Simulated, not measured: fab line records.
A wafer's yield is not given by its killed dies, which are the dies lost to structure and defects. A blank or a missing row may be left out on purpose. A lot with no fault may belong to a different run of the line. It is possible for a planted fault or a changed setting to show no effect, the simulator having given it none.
Which tool did it? | flow n5 finfet | Sampling: 9 lots, 27 wafers, 5 of 1938 route steps

## WHAT THE GAUGES SHOWED, per wafer
N5_BEOL_M4_INSPECT_59: inspects for defects (darkfield). Usual: 76 for raw defect count, sd 25.
lot  | measured     | on                | raw defect count | flag
L460 | day 8 00:31  | defect inspect-02 | 42 40 52         |
L461 | day 8 15:56  | defect inspect-01 | 60 82 97         |
L462 | day 9 01:55  | defect inspect-01 | 80 67 72         |
L463 | day 9 08:17  | defect inspect-02 | 58 61 69         |
L465 | day 9 19:28  | defect inspect-02 | 86 83 68         |
L467 | day 10 09:07 | defect inspect-02 | 85 95 63         |
L473 | day 12 10:46 | defect inspect-02 | 53 74 89         |
L474 | day 12 04:27 | defect inspect-02 | 65 50 57         |
L483 | day 15 00:23 | defect inspect-02 | 36 84 86         |

N5_BEOL_M4_RC_MEAS_101. Usual: DIBL_N 35.9 mV/V, standard deviation 1.3; DIBL_P 36.3 mV/V, standard deviation 1.5; IOFF_N 0.153 nA/um, standard deviation 0.023; IOFF_P 0.208 nA/um, standard deviation 0.028; IOFF_P_85C 3.6 nA/um, standard deviation 0.41; IOFF_P_LIN 0.099 nA/um, standard deviation 0.011; IOFF_P_LONG 0.000105 nA/um, standard deviation 8.5e-06; ION_N 672 uA/um, standard deviation 9.7; ION_P 462 uA/um, standard deviation 6.6; SS_N 71.5 mV/dec, standard deviation 0.53; SS_P 73.3 mV/dec, standard deviation 0.59; VT_N 250.4 mV, standard deviation 2.7; VT_P -250.5 mV, standard deviation 3; VT_P_LONG -275.5 mV, standard deviation 2.8; VT_P_LVT -99 mV, standard deviation 3.1.
lot  | measured     | on        | DIBL_N (mV/V)  | DIBL_P (mV/V)  | IOFF_N (nA/um)    | IOFF_P (nA/um)    | IOFF_P_85C (nA/um) | IOFF_P_LIN (nA/um) | IOFF_P_LONG (nA/um)        | ION_N (uA/um) | ION_P (uA/um) | SS_N (mV/dec)  | SS_P (mV/dec)  | VT_N (mV)         | VT_P (mV)            | VT_P_LONG (mV)       | VT_P_LVT (mV)  | flag
L460 | day 8 00:50  | prober-02 | 35.3 36.9 34.4 | 35.2 37.2 33.8 | 0.137 0.162 0.120 | 0.175 0.197 0.152 | 3.1 3.4 2.8        | 0.084 0.090 0.076  | 9.7e-05 9.5e-05 0.0001     | 660 679 660   | 453 461 450   | 71.3 71.8 70.7 | 73.1 73.7 72.3 | 250.9 249.6 254.1 | -254.6 -255.0 -257.9 | -278.1 -278.0 -280.6 | -103 -102 -105 |
L461 | day 8 15:58  | prober-01 | 35.9 37.1 37.2 | 35.8 37.6 37.0 | 0.154 0.182 0.181 | 0.189 0.213 0.215 | 3.3 3.7 3.7        | 0.089 0.097 0.096  | 9.1e-05 9.3e-05 9.3e-05    | 673 677 684   | 457 457 465   | 71.3 71.6 72.2 | 73.1 73.7 74.0 | 251.8 251.6 248.6 | -254.4 -250.9 -250.2 | -280.0 -278.8 -279.0 | -100 -99 -98   |
L462 | day 9 02:06  | prober-02 | 34.1 33.4 34.4 | 36.7 36.1 36.6 | 0.150 0.139 0.148 | 0.207 0.206 0.195 | 3.6 3.6 3.5        | 0.099 0.099 0.093  | 0.000114 0.000109 0.00011  | 674 665 664   | 467 463 455   | 71.5 71.5 71.6 | 73.5 73.4 73.8 | 247.2 248.8 246.3 | -250.3 -250.9 -252.2 | -274.5 -272.9 -275.2 | -99 -98 -100   |
L463 | day 9 08:19  | prober-01 | 37.3 35.1 38.7 | 37.6 34.8 39.2 | 0.186 0.148 0.218 | 0.275 0.214 0.307 | 4.7 3.7 5.1        | 0.126 0.106 0.135  | 0.000125 0.00012 0.000125  | 672 670 690   | 470 469 478   | 72.6 71.1 73.0 | 73.6 72.8 73.3 | 245.2 250.7 246.7 | -245.2 -248.0 -243.2 | -271.2 -271.8 -272.5 | -92 -96 -90    |
L465 | day 9 19:38  | prober-02 | 35.9 37.1 34.8 | 36.9 38.6 36.6 | 0.143 0.173 0.137 | 0.198 0.225 0.194 | 3.5 3.8 3.4        | 0.093 0.101 0.091  | 9.5e-05 9.3e-05 9.5e-05    | 655 671 666   | 451 461 459   | 71.9 71.3 70.9 | 72.9 73.9 72.7 | 253.9 248.6 251.7 | -255.0 -249.8 -250.7 | -278.5 -276.2 -279.6 | -102 -100 -103 |
L467 | day 10 09:09 | prober-01 | 37.4 37.9 38.0 | 38.0 38.7 39.7 | 0.171 0.185 0.196 | 0.221 0.240 0.259 | 3.7 4.0 4.3        | 0.101 0.107 0.115  | 0.000104 0.000105 0.000106 | 674 677 682   | 466 466 477   | 72.1 70.7 72.0 | 74.5 74.4 74.4 | 248.5 249.1 246.2 | -248.4 -250.1 -249.4 | -275.7 -277.9 -276.4 | -97 -96 -94    |
L473 | day 12 10:47 | prober-02 | 34.4 36.0 37.2 | 33.9 35.7 37.1 | 0.117 0.137 0.153 | 0.229 0.268 0.294 | 4.0 4.6 4.9        | 0.114 0.127 0.137  | 0.00013 0.000137 0.000138  | 656 656 666   | 464 470 474   | 70.8 71.7 71.6 | 72.4 72.8 73.2 | 253.0 252.0 251.0 | -242.2 -242.7 -242.8 | -267.7 -264.0 -265.3 | -95 -92 -91    | OFF
L474 | day 12 04:38 | prober-02 | 36.0 37.6 36.6 | 36.5 37.4 36.2 | 0.177 0.198 0.174 | 0.330 0.340 0.327 | 5.4 5.6 5.4        | 0.160 0.162 0.159  | 0.000164 0.000159 0.000156 | 687 664 676   | 489 478 483   | 71.6 72.9 71.9 | 73.7 74.1 73.3 | 243.4 246.2 246.1 | -238.7 -238.0 -236.9 | -259.0 -258.5 -262.6 | -85 -86 -85    | OFF
L483 | day 15 00:24 | prober-02 | 35.8 35.0 35.3 | 35.8 34.7 34.6 | 0.145 0.134 0.136 | 0.211 0.189 0.192 | 3.7 3.4 3.5        | 0.103 0.095 0.096  | 0.000108 0.000107 0.000108 | 689 679 672   | 473 469 462   | 70.6 70.9 70.7 | 72.9 72.8 73.1 | 248.5 250.8 250.5 | -249.6 -249.5 -249.6 | -272.4 -273.4 -274.7 | -98 -99 -100   |

## WHAT TOOL EACH LOT RAN ON (gives the tool, then ch and the chambers of the sampled wafers, and finally the start)
lot  | N5_PMOS_HMC_CHANNEL_EPI_EPI_20 | N5_BEOL_M4_SPUTTER_88        | N5_BEOL_M4_SPUTTER_92
L460 | epi rpcvd-01 ch 0, day 1 18:38 | pvd sputter-01, day 7 22:34  | pvd sputter-01, day 7 23:00
L461 | epi rpcvd-01 ch 0, day 2 00:21 | pvd sputter-01, day 8 13:48  | pvd sputter-01, day 8 14:14
L462 | epi rpcvd-01 ch 0, day 2 06:03 | pvd sputter-03, day 8 20:07  | pvd sputter-03, day 9 00:25
L463 | epi rpcvd-03 ch 0, day 2 12:50 | pvd sputter-03, day 9 06:20  | pvd sputter-03, day 9 06:47
L465 | epi rpcvd-01 ch 0, day 3 00:29 | pvd sputter-03, day 9 17:29  | pvd sputter-03, day 9 17:55
L467 | epi rpcvd-01 ch 0, day 3 13:17 | pvd sputter-02, day 10 07:10 | pvd sputter-02, day 10 07:37
L473 | epi rpcvd-01 ch 0, day 5 00:02 | pvd sputter-01, day 12 08:28 | pvd sputter-01, day 12 08:54
L474 | epi rpcvd-01 ch 0, day 5 06:38 | pvd sputter-02, day 12 02:26 | pvd sputter-02, day 12 02:53
L483 | epi rpcvd-02 ch 0, day 7 14:26 | pvd sputter-02, day 14 21:43 | pvd sputter-02, day 14 22:10
- N5_PMOS_HMC_CHANNEL_EPI_EPI_20: deposits SiGe30, target thk 59 nm.
- N5_BEOL_M4_SPUTTER_88: material Cu, target thk 4.5 nm, time 8.29 s.
- N5_BEOL_M4_SPUTTER_92: material Cu, target thk 4.5 nm, time 8.29 s.

## AS READ BY THE TOOLS THEMSELVES (means over the sampled wafers that have a number; for cases with no such wafer, the mark the record gives instead)
N5_PMOS_HMC_CHANNEL_EPI_EPI_20. Usual: 19.99 Torr for chamber pressure Torr, sd 0.042.
lot  | tool         | chamber pressure Torr (Torr) | flag
L460 | epi rpcvd-01 | 19.95                        |
L461 | epi rpcvd-01 | 19.98                        |
L462 | epi rpcvd-01 | 20.01                        |
L463 | epi rpcvd-03 | 19.99                        |
L465 | epi rpcvd-01 | 19.99                        |
L467 | epi rpcvd-01 | 19.98                        |
L473 | epi rpcvd-01 | 19.98                        |
L474 | epi rpcvd-01 | 20.00                        |
L483 | epi rpcvd-02 | 19.95                        |

N5_BEOL_M4_SPUTTER_88. Usual: chuck gas flow sccm 1.27 sccm, standard deviation 0.055; chuck sensor temp C -15.8 C, standard deviation 0.47; throttle valve pct 29.8 %, standard deviation 1.4.
lot  | tool           | chuck gas flow sccm (sccm) | chuck sensor temp C (C) | throttle valve pct (%) | flag
L460 | pvd sputter-01 | 1.32                       | -16.1                   | 30.0                   |
L461 | pvd sputter-01 | 1.20                       | -15.9                   | 28.7                   |
L462 | pvd sputter-03 | 1.27                       | -15.9                   | 28.9                   |
L463 | pvd sputter-03 | 1.28                       | -15.8                   | 29.9                   |
L465 | pvd sputter-03 | 1.26                       | -15.7                   | 29.1                   |
L467 | pvd sputter-02 | 1.22                       | -16.4                   | 30.2                   |
L473 | pvd sputter-01 | 1.26                       | -15.9                   | 29.3                   |
L474 | pvd sputter-02 | 1.24                       | -16.1                   | 30.7                   |
L483 | pvd sputter-02 | 1.21                       | -16.0                   | 30.9                   |

N5_BEOL_M4_SPUTTER_92. Usual: chuck gas flow sccm 1.26 sccm, standard deviation 0.049; chuck sensor temp C -15.8 C, standard deviation 0.46; throttle valve pct 29.8 %, standard deviation 1.4.
lot  | tool           | chuck gas flow sccm (sccm) | chuck sensor temp C (C) | throttle valve pct (%) | flag
L460 | pvd sputter-01 | 1.27                       | -16.1                   | 29.9                   |
L461 | pvd sputter-01 | 1.26                       | -16.0                   | 28.8                   |
L462 | pvd sputter-03 | 1.24                       | -15.8                   | 29.2                   |
L463 | pvd sputter-03 | 1.27                       | -15.9                   | 30.1                   |
L465 | pvd sputter-03 | 1.29                       | -15.7                   | 29.2                   |
L467 | pvd sputter-02 | 1.23                       | -16.4                   | 30.2                   |
L473 | pvd sputter-01 | 1.27                       | -15.8                   | 29.3                   |
L474 | pvd sputter-02 | 1.22                       | -16.1                   | 30.6                   |
L483 | pvd sputter-02 | 1.25                       | -16.0                   | 30.9                   |

## THE ANSWER, worked out from the rows above alone
Rule: lot off if the mean of its wafers having a number is beyond 3 standard deviations from the usual mean. Also off: a lot with no number at a reading for which 4 or more lots have one. All remaining lots with rows at the step are treated as sound. Order of review: gauges by route order, followed by the tools' own readings, for which a lot's mean as printed above is used. The first step at which some lot is off is used, and at that step the reading that is off furthest; a lot without a number counts as furthest.
Off: L473, L474, seen at N5_BEOL_M4_RC_MEAS_101 (IOFF_P_LONG).
If a tool, at a process step before that reading, ran all the lots that are off and no sound lot after the first of them, it fits. Those tools and the gauges at N5_BEOL_M4_RC_MEAS_101 are tried in the same way. One fits: epi rpcvd-01 at N5_PMOS_HMC_CHANNEL_EPI_EPI_20. Its last sound lot is L467 (day 3 13:17), its first lot that is off L473 (day 5 00:02): a fault that began between those two fits.

## WHAT HAD BEEN PUT IN BY THE SIMULATOR
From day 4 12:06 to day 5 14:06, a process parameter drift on epi rpcvd-01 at N5_PMOS_HMC_CHANNEL_EPI_EPI_20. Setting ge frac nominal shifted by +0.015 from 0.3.
Lots struck among those shown: L474, L473. The rule above reached the same finding.
